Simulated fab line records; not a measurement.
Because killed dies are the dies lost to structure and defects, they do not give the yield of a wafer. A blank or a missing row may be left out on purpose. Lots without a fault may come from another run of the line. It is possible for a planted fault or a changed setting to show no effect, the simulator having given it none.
Chamber matching :: flow n5_finfet :: N5_BEOL_M4_STRIP_36 on rie_diel-03: 4 sister chambers
The step strips in N2/H2. 16 wafers are shown with their chamber, then 8 later ones without.

## WAFERS, EACH WITH ITS CHAMBER
wafer: L075.2
chamber: 2
drypump_motor_current_A (A): 5.3
showerhead_plenum_p_Torr (Torr): 2.60
throttle_valve_pct (%): 23.7

wafer: L075.5
chamber: 2
drypump_motor_current_A (A): 5.3
showerhead_plenum_p_Torr (Torr): 2.60
throttle_valve_pct (%): 23.6

wafer: L075.6
chamber: 1
drypump_motor_current_A (A): 6.0
showerhead_plenum_p_Torr (Torr): 2.48
throttle_valve_pct (%): 23.7

wafer: L079.1
chamber: 0
drypump_motor_current_A (A): 5.9
showerhead_plenum_p_Torr (Torr): 2.58
throttle_valve_pct (%): 23.8

wafer: L079.2
chamber: 1
drypump_motor_current_A (A): 6.0
showerhead_plenum_p_Torr (Torr): 2.47
throttle_valve_pct (%): 23.7

wafer: L079.4
chamber: 3
drypump_motor_current_A (A): 5.7
showerhead_plenum_p_Torr (Torr): 2.49
throttle_valve_pct (%): 23.5

wafer: L081.1
chamber: 0
drypump_motor_current_A (A): 5.9
showerhead_plenum_p_Torr (Torr): 2.58
throttle_valve_pct (%): 23.8

wafer: L081.3
chamber: 1
drypump_motor_current_A (A): 6.0
showerhead_plenum_p_Torr (Torr): 2.47
throttle_valve_pct (%): 23.7

wafer: L081.5
chamber: 1
drypump_motor_current_A (A): 6.0
showerhead_plenum_p_Torr (Torr): 2.47
throttle_valve_pct (%): 23.7

wafer: L085.1
chamber: 3
drypump_motor_current_A (A): 5.8
showerhead_plenum_p_Torr (Torr): 2.48
throttle_valve_pct (%): 23.5

wafer: L085.4
chamber: 0
drypump_motor_current_A (A): 5.9
showerhead_plenum_p_Torr (Torr): 2.58
throttle_valve_pct (%): 23.8

wafer: L085.5
chamber: 0
drypump_motor_current_A (A): 5.9
showerhead_plenum_p_Torr (Torr): 2.58
throttle_valve_pct (%): 23.8

wafer: L088.2
chamber: 3
drypump_motor_current_A (A): 5.8
showerhead_plenum_p_Torr (Torr): 2.48
throttle_valve_pct (%): 23.5

wafer: L088.3
chamber: 2
drypump_motor_current_A (A): 5.3
showerhead_plenum_p_Torr (Torr): 2.59
throttle_valve_pct (%): 23.7

wafer: L088.5
chamber: 3
drypump_motor_current_A (A): 5.7
showerhead_plenum_p_Torr (Torr): 2.48
throttle_valve_pct (%): 23.5

wafer: L091.1
chamber: 3
drypump_motor_current_A (A): 5.7
showerhead_plenum_p_Torr (Torr): 2.48
throttle_valve_pct (%): 23.5

SIGNATURES, as means of the wafers listed above
reading: drypump_motor_current_A
chamber 0: 5.900
chamber 1: 6.000
chamber 2: 5.300
chamber 3: 5.740
scatter within a chamber: 0.0316

reading: showerhead_plenum_p_Torr
chamber 0: 2.5800
chamber 1: 2.4725
chamber 2: 2.5967
chamber 3: 2.4820
scatter within a chamber: 0.0043

reading: throttle_valve_pct
chamber 0: 23.800
chamber 1: 23.700
chamber 2: 23.667
chamber 3: 23.500
scatter within a chamber: 0.0236
Rule: for each reading, subtract the chamber's mean from the wafer's reading, divide by that reading's scatter and square the result; add these up over the readings and take the root, which gives the wafer's distance from the chamber. If the next closest chamber is less than 2 further off than the closest, the wafer can't be placed; otherwise it belongs to the closest. The scatter is the square root of a quotient: the sum, over the shown wafers, of each reading's squared deviation from its chamber's mean, divided by wafers minus chambers.

## WAFERS WITH NO CHAMBER GIVEN
wafer: L091.3
drypump_motor_current_A (A): 5.8
showerhead_plenum_p_Torr (Torr): 2.57
throttle_valve_pct (%): 23.8

wafer: L091.4
drypump_motor_current_A (A): 5.4
showerhead_plenum_p_Torr (Torr): 2.58
throttle_valve_pct (%): 23.7

wafer: L096.2
drypump_motor_current_A (A): 6.0
showerhead_plenum_p_Torr (Torr): 2.46
throttle_valve_pct (%): 23.7

wafer: L096.3
drypump_motor_current_A (A): 5.8
showerhead_plenum_p_Torr (Torr): 2.47
throttle_valve_pct (%): 23.5

wafer: L096.4
drypump_motor_current_A (A): 5.4
showerhead_plenum_p_Torr (Torr): 2.58
throttle_valve_pct (%): 23.7

wafer: L094.1
drypump_motor_current_A (A): 5.4
showerhead_plenum_p_Torr (Torr): 2.58
throttle_valve_pct (%): 23.7

wafer: L094.4
drypump_motor_current_A (A): 5.9
showerhead_plenum_p_Torr (Torr): 2.57
throttle_valve_pct (%): 23.8

wafer: L094.6
drypump_motor_current_A (A): 5.8
showerhead_plenum_p_Torr (Torr): 2.47
throttle_valve_pct (%): 23.5

## EACH ONE'S CHAMBER
wafer: L091.3
from the rows above: 0
in truth: 0

wafer: L091.4
from the rows above: 2
in truth: 2

wafer: L096.2
from the rows above: 1
in truth: 1

wafer: L096.3
from the rows above: 3
in truth: 3

wafer: L096.4
from the rows above: 2
in truth: 2

wafer: L094.1
from the rows above: 2
in truth: 2

wafer: L094.4
from the rows above: 0
in truth: 0

wafer: L094.6
from the rows above: 3
in truth: 3
8 of 8 placed correctly. Can't be placed from these rows: 0. Number placed wrongly: 0.
